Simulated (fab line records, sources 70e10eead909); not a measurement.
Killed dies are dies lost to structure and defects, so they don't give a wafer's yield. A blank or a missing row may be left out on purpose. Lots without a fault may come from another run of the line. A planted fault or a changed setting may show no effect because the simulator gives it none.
fab line records | flow nand_harc | part 1 of 2: steps 1 to 28 of 40
record lots=5 wafers=15 last_day=34
route steps=1302 shown P_GATE@186 P_CONTACT@217
lots that met no fault: from a run of the same line without faults
start_h: hours from the record's first day to the start of the lot's first wafer shown | wait_h: hours since the lot's step before | " the same as in the row above | L1.1+2: a row that stands for several wafers | - no value, or no start given | * or withheld: withheld | < > ~ a bound
route shown NAME@n: a module of which the file shows steps, and the number in the route of the first | usual: mean/standard deviation of fault-free wafers | same: alike in all rows | chamber/n: place in a boat | sites: the reading at each site | _std_site: their standard deviation | _edge_site: outer sites' mean less inner sites' | radius_mm: how far each site lies from the wafer's centre | mask NAME#n: copy n | behind: the tool/chamber that last shaped the wafer | hold: why the lot was held/for how many hours/how that ended | device: the transistor (n, p or np) that didn't switch | end of line: the same wafers' tests at the end of the route | a step without rows: its recipe alone | killed: dies lost to structure and defects at the first sort, not the wafer's yield | map: a wafer's dies, x killed, . not, _ none there
set.NAME: the setting as run; set.NAME@STEP: as run at that earlier step | model.NAME: the simulator's own value behind a step, which no gauge read
lots at some steps of the route; a table a step, a row a wafer
services: from which hour (start_h, from the record's first day; less than 0 if before it) a tool's chamber was out of use, for how many hours, and why
## steps
# step NHARC_P_GATE_HARDBAKE_60
# recipe temp_c=125 time_s=80
# usual plate_temp_C=124.97/0.14
# columns lot.wafer tool chamber start_h wait_h plate_temp_C
L077.2 litho_track-03 0 144.91 - 124.95
L077.3 " 0 " " 125.06
L077.4 " 0 " " 124.84
L087.1 litho_track-02 0 261.26 - 125.24
L087.3 " 0 " " 125.18
L087.4 " 0 " " 125.07
L088.4 litho_track-02 0 261.74 - 124.84
L088.5 " 0 " " 124.95
L088.6 " 0 " " 124.71
L092.1 litho_track-03 0 297.53 - 124.95
L092.4 " 0 " " 125.15
L092.6 " 0 " " 124.93
L096.1 litho_track-07 0 328.57 - 125.08
L096.2 " 0 " " 125.05
L096.5 " 0 " " 125.14
# step NHARC_P_GATE_DESCUM_61
# recipe time_s=3 o2_flow_sccm=200 ar_flow_sccm=0 bias_power_w=0 chemistry=O2
# usual drypump_motor_current_A=5.9/0.62 o2_flow_sccm=200.0/0.56 oes_product_au=1.009/0.0083 rf_vpp_V=57.7/0.87 showerhead_plenum_p_Torr=1.88/0.064 throttle_valve_pct=11.311/0.0098
# same bias_power_w=0
# columns lot.wafer tool chamber start_h wait_h drypump_motor_current_A o2_flow_sccm oes_product_au rf_hours_counter_h rf_vpp_V showerhead_plenum_p_Torr throttle_valve_pct
L077.3 rie_diel-01 1 145.00 - 6.7 199.6 1.006 7 57.1 1.81 11.312
L077.2 " 2 " " 5.5 199.5 1.014 7 58.6 1.86 11.300
L077.4 " 3 " " 4.8 199.7 1.010 7 59.5 1.94 11.298
L087.3 rie_diel-07 0 261.34 - 4.8 199.9 1.023 6 56.6 1.88 11.314
L087.1 " 1 " " 6.5 199.9 1.005 5 59.3 1.90 11.312
L087.4 " 1 " " 6.5 199.9 1.009 - 58.5 1.90 11.323
L088.4 rie_diel-01 0 261.84 - 6.2 200.7 1.002 5 57.4 1.79 11.301
L088.5 " 2 " " 5.5 200.0 0.989 - 56.0 1.86 11.308
L088.6 " 3 " " 4.9 199.3 1.000 - 56.7 1.93 11.312
L092.4 rie_diel-03 1 297.61 - 6.6 200.6 1.007 1 58.4 2.00 11.321
L092.1 " 2 " " 5.9 200.7 1.015 1 58.2 1.83 11.310
L092.6 " 2 " " 5.9 200.4 1.017 - 56.9 1.83 11.316
L096.2 rie_diel-01 2 328.65 - 5.5 200.8 1.008 7 57.7 1.86 11.321
L096.1 " 3 " " 4.8 200.0 1.004 8 58.1 1.93 11.323
L096.5 " 2 " " 5.6 200.1 1.009 - 57.6 1.86 11.319
# step NHARC_P_GATE_IMPLANT_62
# recipe energy_kev=20 dose_cm2=3e+15 tilt_deg=7
# columns lot.wafer tool chamber start_h wait_h
L077.2+3+4 implanter-01 0 145.17 0.1
L087.1+3+4 implanter-01 0 261.51 0.1
L088.4+5+6 implanter-02 0 262.05 0.2
L092.1+4+6 implanter-01 0 297.76 0.1
L096.1+2+5 implanter-02 0 328.80 0.1
# step NHARC_P_GATE_STRIP_112
# recipe power_w=1500 temp_c=110 time_s=200 chemistry=N2/H2
# usual drypump_motor_current_A=5.8/0.44 heater_power_w=89/3.5 rf_refl_power_W=23/7.3
# columns lot.wafer tool chamber start_h wait_h drypump_motor_current_A heater_power_w rf_hours_counter_h rf_refl_power_W
L077.2 plasma_asher-02 0 145.41 0.2 5.7 92 10 28
L077.4 " 1 " " 5.1 94 - 32
L077.3 " 0 " " 5.7 93 - 26
L087.1 plasma_asher-02 1 261.74 0.2 5.1 92 2 34
L087.3 " 1 " " 5.1 88 - 33
L087.4 " 0 " " 5.7 96 - 26
L088.4 plasma_asher-01 0 262.26 0.2 6.0 84 - 17
L088.5 " 0 " " 6.0 86 - 17
L088.6 " 1 " " 6.3 88 - 17
L092.1 plasma_asher-01 0 297.98 0.2 6.0 85 24 16
L092.4 " 1 " " 6.2 91 - 17
L092.6 " 1 " " 6.2 87 - 16
L096.1 plasma_asher-01 0 329.03 0.2 6.0 84 30 16
L096.2 " 1 " " 6.2 90 30 17
L096.5 " 1 " " 6.3 88 - 16
# step NHARC_P_GATE_STRIP_76
# recipe power_w=1500 temp_c=250 chemistry=O2
# usual drypump_motor_current_A=5.8/0.44 heater_power_w=335/13 rf_refl_power_W=23/7.3
# columns lot.wafer tool chamber start_h wait_h drypump_motor_current_A heater_power_w rf_hours_counter_h rf_refl_power_W
L077.2 plasma_asher-02 0 145.63 0.2 5.7 350 11 25
L077.4 " 1 " " 5.1 344 - 35
L077.3 " 0 " " 5.7 356 - 25
L087.1 plasma_asher-02 1 262.00 0.2 5.1 334 2 35
L087.3 " 1 " " 5.1 332 - 34
L087.4 " 0 " " 5.7 351 - 27
L088.4 plasma_asher-01 0 262.46 0.2 6.0 323 - 15
L088.5 " 0 " " 6.0 314 - 16
L088.6 " 1 " " 6.3 335 - 17
L092.1 plasma_asher-01 0 298.24 0.2 6.0 318 24 17
L092.4 " 1 " " 6.3 334 - 17
L092.6 " 1 " " 6.2 339 - 17
L096.1 plasma_asher-01 0 329.28 0.2 6.0 310 30 17
L096.2 " 1 " " 6.2 340 30 16
L096.5 " 1 " " 6.3 336 - 17
# step NHARC_P_GATE_STRIP_63
# recipe time_s=900 temp_c=130 chemistry=SPM
# columns lot.wafer tool chamber start_h wait_h
L077.2+3+4 wet_bench-01 7,0,1 145.77 0.1
L087.3+1+4 wet_bench-01 1,4,5 262.14 0.1
L088.6+5+4 wet_bench-04 7,0,3 262.58 0.1
L092.1+4+6 wet_bench-02 6,7,0 298.39 0.1
L096.1+5+2 wet_bench-01 4,6,0 329.43 0.1
# step NHARC_P_GATE_DEHYDRATE_83
# recipe temp_c=150 time_s=120
# usual plate_temp_C=149.99/0.17
# columns lot.wafer tool chamber start_h wait_h plate_temp_C
L077.2 litho_track-03 0 146.12 - 149.97
L077.3 " 0 " " 149.84
L077.4 " 0 " " 149.95
L087.1 litho_track-02 0 262.49 - 150.24
L087.3 " 0 " " 150.48
L087.4 " 0 " " 150.15
L088.4 litho_track-07 0 262.93 - 149.91
L088.5 " 0 " " 150.18
L088.6 " 0 " " 150.00
L092.1 litho_track-02 0 298.74 - 149.91
L092.4 " 0 " " 150.23
L092.6 " 0 " " 149.82
L096.1 litho_track-02 0 329.77 - 150.08
L096.2 " 0 " " 149.78
L096.5 " 0 " " 150.08
# step NHARC_P_GATE_HMDS_84
# recipe time_s=30
# columns lot.wafer tool chamber start_h wait_h
L077.2+3+4 litho_track-03 0 - -
L087.1+3+4 litho_track-02 0 - -
L088.4+5+6 litho_track-07 0 - -
L092.1+4+6 litho_track-02 0 - -
L096.1+2+5 litho_track-02 0 - -
# step NHARC_P_GATE_COAT_85
# recipe spin_rpm=3000
# columns lot.wafer tool chamber start_h wait_h
L077.2+3+4 litho_track-03 0 - -
L087.1+3+4 litho_track-02 0 - -
L088.4+5+6 litho_track-07 0 - -
L092.1+4+6 litho_track-02 0 - -
L096.1+2+5 litho_track-02 0 - -
# step NHARC_P_GATE_SOFTBAKE_86
# recipe temp_c=122 time_s=95
# usual plate_temp_C=121.98/0.12
# columns lot.wafer tool chamber start_h wait_h plate_temp_C
L077.2 litho_track-03 0 - - 122.15
L077.3 " 0 " " 122.21
L077.4 " 0 " " 122.09
L087.1 litho_track-02 0 - - 121.98
L087.3 " 0 " " 121.92
L087.4 " 0 " " 121.84
L088.4 litho_track-07 0 - - 122.12
L088.5 " 0 " " 121.98
L088.6 " 0 " " 122.01
L092.1 litho_track-02 0 - - 121.94
L092.4 " 0 " " 121.91
L092.6 " 0 " " 121.93
L096.1 litho_track-02 0 - - 122.01
L096.2 " 0 " " 121.91
L096.5 " 0 " " 121.92
# step NHARC_P_GATE_EBR_87
# columns lot.wafer tool chamber start_h wait_h
L077.2+3+4 litho_track-03 0 - -
L087.1+3+4 litho_track-02 0 - -
L088.4+5+6 litho_track-07 0 - -
L092.1+4+6 litho_track-02 0 - -
L096.1+2+5 litho_track-02 0 - -
# step NHARC_P_GATE_EXPOSE_88
# recipe na=0.6 target_cd_nm=2000 dose_mj=11.87 mask_id=P_HVN
# same na=0.6
# columns lot.wafer tool chamber start_h wait_h mask
L077.2+3+4 krf_scanner-01 0 146.39 - P_HVN#0
L087.1+3+4 krf_scanner-01 0 262.76 - P_HVN#0
L088.4+5+6 krf_scanner-04 0 263.22 - P_HVN#0
L092.1+4+6 krf_scanner-04 0 298.88 - P_HVN#0
L096.1+2+5 krf_scanner-04 0 330.04 - P_HVN#0
# step NHARC_P_GATE_PEB_89
# recipe peb_temp_c=118 peb_time_s=85
# usual plate_temp_C=117.98/0.13
# same peb_time_s=85
# columns lot.wafer tool chamber start_h wait_h plate_temp_C
L077.2 litho_track-07 0 146.45 0.1 118.19
L077.3 " 0 " " 118.16
L077.4 " 0 " " 118.07
L087.1 litho_track-02 0 262.83 0.1 118.06
L087.3 " 0 " " 118.01
L087.4 " 0 " " 118.03
L088.4 litho_track-03 0 263.27 0.0 118.07
L088.5 " 0 " " 117.80
L088.6 " 0 " " 118.04
L092.1 litho_track-03 0 298.95 0.1 117.76
L092.4 " 0 " " 117.85
L092.6 " 0 " " 117.89
L096.1 litho_track-02 0 330.11 0.1 118.15
L096.2 " 0 " " 118.07
L096.5 " 0 " " 118.20
# step NHARC_P_GATE_DEVELOP_90
# recipe time_s=70
# columns lot.wafer tool chamber start_h wait_h
L077.2+3+4 litho_track-07 0 - -
L087.1+3+4 litho_track-02 0 - -
L088.4+5+6 litho_track-03 0 - -
L092.1+4+6 litho_track-03 0 - -
L096.1+2+5 litho_track-02 0 - -
# step NHARC_P_GATE_CD_MEAS_91
# recipe target_cd_nm=2000 landing_energy_ev=500
# usual cd_nm=2000.2/1.5
# columns lot.wafer tool chamber start_h wait_h cd_nm
L077.2 cd_sem-02 0 146.54 - 1999.7
L077.3 " 0 " " 2001.3
L077.4 " 0 " " 2002.0
L087.1 cd_sem-03 0 262.92 - 2000.8
L087.3 " 0 " " 1997.8
L087.4 " 0 " " 1998.1
L088.4 cd_sem-03 0 263.37 - 1999.7
L088.5 " 0 " " 2002.0
L088.6 " 0 " " 2000.2
L092.1 cd_sem-03 0 299.04 - 1998.3
L092.4 " 0 " " 2000.0
L092.6 " 0 " " 1998.1
L096.1 cd_sem-03 0 330.21 - 1998.6
L096.2 " 0 " " 1999.0
L096.5 " 0 " " 1998.9
# step NHARC_P_GATE_HARDBAKE_92
# recipe temp_c=125 time_s=80
# usual plate_temp_C=125.00/0.14
# columns lot.wafer tool chamber start_h wait_h plate_temp_C
L077.2 litho_track-02 0 146.62 - 124.86
L077.3 " 0 " " 124.94
L077.4 " 0 " " 125.10
L087.1 litho_track-02 0 263.00 - 124.93
L087.3 " 0 " " 124.94
L087.4 " 0 " " 124.77
L088.4 litho_track-02 0 263.45 - 125.04
L088.5 " 0 " " 124.92
L088.6 " 0 " " 125.03
L092.1 litho_track-02 0 299.12 - 125.03
L092.4 " 0 " " 125.12
L092.6 " 0 " " 125.13
L096.1 litho_track-07 0 330.29 - 125.17
L096.2 " 0 " " 124.92
L096.5 " 0 " " 125.06
# step NHARC_P_GATE_DESCUM_93
# recipe time_s=3 o2_flow_sccm=200 ar_flow_sccm=0 bias_power_w=0 chemistry=O2
# usual drypump_motor_current_A=5.9/0.61 o2_flow_sccm=200.1/0.66 oes_product_au=1.008/0.0093 rf_vpp_V=57.7/0.92 showerhead_plenum_p_Torr=1.88/0.068 throttle_valve_pct=11.310/0.01
# same bias_power_w=0
# columns lot.wafer tool chamber start_h wait_h drypump_motor_current_A o2_flow_sccm oes_product_au rf_hours_counter_h rf_vpp_V showerhead_plenum_p_Torr throttle_valve_pct
L077.3 rie_diel-03 0 146.70 - 6.1 200.8 1.023 1.4 58.1 1.84 11.301
L077.2 " 2 " " 5.9 199.6 1.010 0.9 56.9 1.83 11.305
L077.4 " 3 " " 5.6 200.9 1.003 1.3 59.0 1.83 11.317
L087.3 rie_diel-03 0 263.08 - 6.1 200.3 1.010 8.3 56.5 1.84 11.308
L087.4 " 2 " " 5.9 198.5 1.019 7.2 57.9 1.83 11.314
L087.1 " 3 " " 5.6 199.9 1.004 7.1 57.5 1.83 11.311
L088.4 rie_diel-01 3 263.53 - 4.8 200.3 1.005 4.0 57.5 1.93 11.301
L088.5 " 2 " " 5.5 200.2 1.008 - 58.2 1.86 11.316
L088.6 " 3 " " 4.8 201.7 1.013 - 58.7 1.93 11.326
L092.1 rie_diel-01 2 299.20 - 5.5 199.9 1.006 5.4 58.5 1.86 11.320
L092.4 " 1 " " 6.7 199.4 1.008 6.7 56.5 1.81 11.308
L092.6 " 3 " " 4.8 200.2 1.009 - 59.3 1.93 11.318
L096.2 rie_diel-01 2 330.39 - 5.5 200.0 0.992 7.2 56.0 1.86 11.314
L096.1 " 3 " " 4.8 200.5 1.008 7.8 57.1 1.93 11.298
L096.5 " 0 " " 6.1 199.7 1.018 - 55.6 1.79 11.303
# step NHARC_P_GATE_IMPLANT_94
# recipe energy_kev=60 dose_cm2=2e+15 tilt_deg=7
# columns lot.wafer tool chamber start_h wait_h
L077.2+3+4 implanter-01 0 146.88 0.1
L087.1+3+4 implanter-02 0 263.22 0.1
L088.4+5+6 implanter-01 0 263.76 0.2
L092.1+4+6 implanter-02 0 299.35 0.1
L096.1+2+5 implanter-02 0 330.52 0.1
# step NHARC_P_GATE_STRIP_113
# recipe power_w=1500 temp_c=110 time_s=740 chemistry=N2/H2
# usual drypump_motor_current_A=5.6/0.44 heater_power_w=91/3.2 rf_refl_power_W=27/7.2
# columns lot.wafer tool chamber start_h wait_h drypump_motor_current_A heater_power_w rf_hours_counter_h rf_refl_power_W
L077.2 plasma_asher-02 0 147.07 0.2 5.7 92 11 26
L077.3 " 0 " " 5.7 95 - 27
L077.4 " 1 " " 5.1 93 - 34
L087.1 plasma_asher-02 1 263.45 0.2 5.0 90 2 36
L087.4 " 1 " " 5.0 90 - 36
L087.3 " 0 " " 5.7 90 - 26
L088.4 plasma_asher-01 1 264.35 0.6 6.3 90 - 17
L088.6 " 1 " " 6.3 88 - 17
L088.5 " 0 " " 6.0 86 - 17
L092.1 plasma_asher-02 1 299.57 0.2 5.1 88 10 36
L092.4 " 1 " " 5.1 90 - 34
L092.6 " 1 " " 5.1 91 - 35
L096.2 plasma_asher-02 1 330.74 0.2 5.1 90 16 35
L096.1 " 0 " " 5.7 94 16 27
L096.5 " 0 " " 5.7 94 - 27
# step NHARC_P_GATE_STRIP_95
# recipe power_w=1500 temp_c=250 chemistry=O2
# usual drypump_motor_current_A=5.6/0.44 heater_power_w=340/12 rf_refl_power_W=26/7.1
# columns lot.wafer tool chamber start_h wait_h drypump_motor_current_A heater_power_w rf_hours_counter_h rf_refl_power_W
L077.2 plasma_asher-02 0 147.79 0.6 5.7 349 12 26
L077.3 " 0 " " 5.7 353 - 26
L077.4 " 1 " " 5.1 343 - 32
L087.1 plasma_asher-02 1 264.16 0.6 5.0 327 3 34
L087.4 " 1 " " 5.0 334 - 34
L087.3 " 0 " " 5.7 348 - 26
L088.4 plasma_asher-01 1 264.85 0.4 6.3 336 - 17
L088.6 " 1 " " 6.2 330 - 17
L088.5 " 0 " " 6.0 314 - 17
L092.1 plasma_asher-02 1 300.27 0.6 5.1 337 11 34
L092.4 " 1 " " 5.0 334 - 33
L092.6 " 1 " " 5.1 336 - 34
L096.2 plasma_asher-02 1 331.47 0.6 5.1 332 17 34
L096.1 " 0 " " 5.7 351 17 27
L096.5 " 0 " " 5.7 352 - 27
# step NHARC_P_GATE_STRIP_96
# recipe time_s=900 temp_c=130 chemistry=SPM
# columns lot.wafer tool chamber start_h wait_h
L077.2+4+3 wet_bench-04 3,5,6 148.02 0.2
L087.4+3+1 wet_bench-01 2,5,7 264.38 0.2
L088.5+4+6 wet_bench-04 0,1,2 265.05 0.2
L092.4+6+1 wet_bench-01 1,2,5 300.49 0.2
L096.2+5+1 wet_bench-01 6,0,2 331.68 0.2
# step NHARC_P_GATE_RTA_64
# recipe temp_c=1050 time_s=1
# usual lamp_power_pct=34.4/0.46 lamp_zone_5_pct=34.4/0.46 lamp_zone_6_pct=34.4/0.46 wafer_temp_C_max=1056.4/2.6
# columns lot.wafer tool chamber start_h wait_h lamp_power_pct lamp_zone_5_pct lamp_zone_6_pct wafer_temp_C_max
L077.2 rtp_anneal-02 0 148.38 - 34.8 34.8 34.8 1054.2
L077.3 " 0 " " 34.8 34.8 34.8 1054.3
L077.4 " 0 " " 34.8 34.8 34.7 1054.5
L087.1 rtp_anneal-01 0 264.73 - 33.8 33.9 33.7 1059.9
L087.3 " 0 " " 33.8 33.8 33.8 1058.8
L087.4 " 0 " " 33.9 33.9 33.8 1057.5
L088.4 rtp_anneal-02 0 265.59 - 34.8 34.9 34.7 1053.9
L088.5 " 0 " " 34.8 34.8 34.7 1056.8
L088.6 " 0 " " 34.8 34.8 34.8 1054.2
L092.1 rtp_anneal-02 0 300.83 - 34.8 34.8 34.8 1053.6
L092.4 " 0 " " 34.8 34.8 34.7 1054.6
L092.6 " 0 " " 34.8 34.8 34.7 1054.2
L096.1 rtp_anneal-02 0 332.03 - 34.7 34.8 34.7 1054.0
L096.2 " 0 " " 34.8 34.8 34.7 1054.2
L096.5 " 0 " " 34.8 34.7 34.7 1054.8
# step NHARC_P_GATE_ETCH_77
# recipe target_depth_a=60 chemistry=dHF material=SiO2
# columns lot.wafer tool chamber start_h wait_h
L077.2+3+4 wet_bench-04 4,5,1 148.56 0.1
L087.3+1+4 wet_bench-01 4,5,6 264.94 0.1
L088.4+6+5 wet_bench-01 4,5,0 265.71 0.1
L092.4+6+1 wet_bench-02 3,5,6 301.03 0.1
L096.1+2+5 wet_bench-01 4,5,6 332.24 0.2
# step NHARC_P_GATE_DEGAS_109
# recipe temp_c=300 time_s=60
# usual heater_power_w=460/46
# columns lot.wafer tool chamber start_h wait_h heater_power_w
L077.4 pvd_sputter-03 - 148.66 0.1 446
L077.3 " - " " 482
L077.2 " - " " 382
L087.1 pvd_sputter-02 - 265.03 0.1 426
L087.3 " - " " 478
L087.4 " - " " 503
L088.4 pvd_sputter-03 - 265.81 0.1 498
L088.6 " - " " 418
L088.5 " - " " 511
L092.4 pvd_sputter-02 - 301.14 0.1 480
L092.1 " - " " 430
L092.6 " - " " 468
L096.1 pvd_sputter-03 - 332.33 0.1 502
L096.2 " - " " 417
L096.5 " - " " 439
# step NHARC_P_GATE_PRE_CLEAN_110
# recipe time_s=30 bias_v=200 gas=Ar
# columns lot.wafer tool chamber start_h wait_h
L077.4+3+2 pvd_sputter-03 - - -
L087.1+3+4 pvd_sputter-02 - - -
L088.4+5+6 pvd_sputter-03 - - -
L092.1+4+6 pvd_sputter-02 - - -
L096.2+1+5 pvd_sputter-03 - - -
# step NHARC_P_GATE_SPUTTER_78
# recipe target_thk_a=100 material=Ni
# columns lot.wafer tool chamber start_h wait_h
L077.2+3+4 pvd_sputter-03 - - -
L087.1+3+4 pvd_sputter-02 - - -
L088.4+5+6 pvd_sputter-03 - - -
L092.1+4+6 pvd_sputter-02 - - -
L096.1+2+5 pvd_sputter-03 - - -
# step NHARC_P_GATE_SPUTTER_79
# recipe target_thk_a=100 material=TiN
# columns lot.wafer tool chamber start_h wait_h
L077.2+4+3 pvd_sputter-03 - - -
L087.4+3+1 pvd_sputter-02 - - -
L088.4+5+6 pvd_sputter-03 - - -
L092.4+1+6 pvd_sputter-02 - - -
L096.1+2+5 pvd_sputter-03 - - -
# step NHARC_P_GATE_RTA_80
# recipe temp_c=300 time_s=30
# usual lamp_power_pct=2.041/0.027 lamp_zone_5_pct=2.041/0.027 lamp_zone_6_pct=2.021/0.027 wafer_temp_C_max=302.0/0.72
# columns lot.wafer tool chamber start_h wait_h lamp_power_pct lamp_zone_5_pct lamp_zone_6_pct wafer_temp_C_max
L077.2 rtp_anneal-02 0 148.98 - 2.073 2.074 2.051 301.9
L077.3 " 0 " " 2.074 2.072 2.054 301.6
L077.4 " 0 " " 2.074 2.074 2.053 301.9
L087.1 rtp_anneal-02 0 265.33 - 2.074 2.070 2.050 301.4
L087.3 " 0 " " 2.074 2.071 2.049 301.4
L087.4 " 0 " " 2.070 2.072 2.051 301.0
L088.4 rtp_anneal-01 0 266.19 - 2.016 2.015 1.994 302.8
L088.5 " 0 " " 2.013 2.016 1.994 302.7
L088.6 " 0 " " 2.015 2.017 1.995 302.0
L092.1 rtp_anneal-01 0 301.43 - 2.012 2.013 1.996 302.4
L092.4 " 0 " " 2.015 2.013 1.989 302.0
L092.6 " 0 " " 2.013 2.013 1.994 302.6
L096.1 rtp_anneal-01 0 332.63 - 2.016 2.013 1.993 302.3
L096.2 " 0 " " 2.016 2.014 1.994 303.5
L096.5 " 0 " " 2.016 2.018 1.992 302.5
